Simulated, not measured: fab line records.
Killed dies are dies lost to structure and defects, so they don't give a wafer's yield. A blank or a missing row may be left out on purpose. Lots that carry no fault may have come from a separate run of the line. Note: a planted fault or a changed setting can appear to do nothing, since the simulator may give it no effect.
Comparing a struck lot with a sound one	flow n5 finfet	14 steps out of a route of 1938
Sound: wafers L708.2, L708.3, L708.5. Struck: wafer L715.2 (left out: L715.3, L715.6 of the same lot, which were not struck); the cause appears at the end.
Order at every step that has rows: each side's tool, ch and its chambers, its first start. Under that, the readings that differ: sound wafers	struck wafers	difference of the means	sigmas: that difference in standard deviations of wafers without a fault.
alike: readings whose means differ by less than 2 such deviations, and words and numbers that are the same on both sides. not compared: withheld readings, readings that some wafer has no value for, bounds like >300 that may hide the same value, and numbers for which the record gives no deviation and whose values overlap.
Wherever a step has rows on one side only, a row that says differs or no value, or a row with sigmas, the two part there. Numbers that don't overlap but have no deviation are shown without sigmas and don't part them. A reading that every wafer of one side lacks parts them only if that side has two wafers or more.

first, 8 steps without rows for these wafers: N5_BEOL_M11_COAT_59 (time 60 s, resist thk 100 nm); N5_BEOL_M11_COAT_60 (time 60 s, resist thk 30 nm); N5_BEOL_M11_COAT_05 (resist thk 90 nm); N5_BEOL_M11_EBR_07; N5_BEOL_M11_SOFTBAKE_06 (time 60 s); N5_BEOL_M11_EXPOSE_08 (exposes mask M11); N5_BEOL_M11_PEB_09 (peb time 60 s); N5_BEOL_M11_DEVELOP_10 (develop time 30 s).
N5_BEOL_M11_CD_MEAS_11: target cd 64.1 nm.
  sound on cd sem-02 ch 0, day 10 09:35; struck on cd sem-03 ch 0, day 11 18:35
reading	sound	struck	difference	sigmas
cd nm (nm)	64.6 64.9 65.6	63.5	-1.5	-2
N5_BEOL_M11_OVL_MEAS_12:
  sound on overlay-01 ch 0, day 10 09:37; struck on overlay-02 ch 0, day 11 18:37
  alike: M11_OVL
N5_BEOL_M11_INSPECT_13: inspects for defects (brightfield).
  struck on defect inspect-01, day 11 18:38; sound on defect inspect-02, day 10 09:38
  alike: raw defect count
N5_BEOL_M11_DESCUM_16: chemistry O2, time 7.9 s.
  sound on rie diel-02 ch 0,2, day 10 10:16; struck on rie diel-03 ch 1, day 11 18:41
  alike: drypump motor current A, oes product au, rf vpp V, showerhead plenum p Torr, throttle valve pct
  not compared: rf hours counter h
N5_BEOL_M11_ETCH_61: etches SiARC in CF4, target depth 39 nm, time 65 s.
  sound on rie diel-02 ch 0,2, day 10 10:17; struck on rie diel-03 ch 1, day 11 18:43
reading	sound	struck	difference	sigmas
etch rf on time s (s)	65.2 66.9 65.1	80.9	+15.2	+12
  alike: drypump motor current A, oes product au, rf vpp V, showerhead plenum p Torr, throttle valve pct
  not compared: rf hours counter h
N5_BEOL_M11_ETCH_62: etches SOC in N2/H2, target depth 110 nm, overetch 22 nm, time 165 s.
  sound on rie diel-02 ch 0,2, day 10 10:20; struck on rie diel-03 ch 1, day 11 18:46
  alike: drypump motor current A, oes product au, rf vpp V, showerhead plenum p Torr, throttle valve pct
  not compared: rf hours counter h

## WHERE THEY PART
First at N5_BEOL_M11_CD_MEAS_11; last, within this record, at N5_BEOL_M11_ETCH_61. Later steps at which nothing parts them and some readings are alike: N5_BEOL_M11_ETCH_62.

WHY: what the simulator had put in
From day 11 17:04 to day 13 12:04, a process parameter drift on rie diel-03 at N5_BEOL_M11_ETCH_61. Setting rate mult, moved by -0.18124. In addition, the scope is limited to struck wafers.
